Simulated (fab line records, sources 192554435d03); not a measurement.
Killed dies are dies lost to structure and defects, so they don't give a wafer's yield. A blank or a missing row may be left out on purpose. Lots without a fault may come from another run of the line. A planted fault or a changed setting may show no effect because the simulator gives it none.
Chamber matching | flow n5_finfet | N5_SDB_HM_OPEN_20 on rie_diel-02: 4 sister chambers
The step chemistry CH3F/O2, target SiNx, stops on poly-Si, target depth 24 nm. 4 wafers are shown with their chamber, then 10 later ones without.

WAFERS WITH THEIR CHAMBER
wafer  | chamber | rf_vpp_V (V)
L081.6 | 1       | 307
L091.4 | 0       | 282
L093.1 | 2       | 308
L093.3 | 3       | 293

WAFERS WITHOUT THEIR CHAMBER
wafer  | rf_vpp_V (V)
L093.4 | 281
L094.3 | 282
L094.4 | 306
L094.6 | 294
L095.2 | 306
L095.5 | 282
L095.6 | 293
L097.2 | 292
L097.3 | 282
L097.5 | 282

WHICH CHAMBER EACH WENT THROUGH
wafer  | from the rows above     | in truth
L093.4 | 0                       | 0
L094.3 | 0                       | 0
L094.4 | can't be placed: 1 or 2 | 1
L094.6 | 3                       | 3
L095.2 | can't be placed: 1 or 2 | 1
L095.5 | 0                       | 0
L095.6 | 3                       | 3
L097.2 | 3                       | 3
L097.3 | 0                       | 0
L097.5 | 0                       | 0
Placed correctly: 8 of 10. Can't be placed from these rows: 2 (the true chamber is among the candidates in 2). Placed wrongly: 0.
How it was worked out, from the rows above alone: a wafer's distance from a chamber is the root of the sum, over the readings, of the square of ((its reading less the chamber's mean) divided by the reading's scatter). The wafer belongs to the nearest chamber; if the next one is less than 2 further off, it can't be placed. A chamber's mean is the mean of its shown wafers. The scatter: with one shown wafer a chamber, the root of the mean of the squares of how far each hidden wafer lies from its nearest shown one.
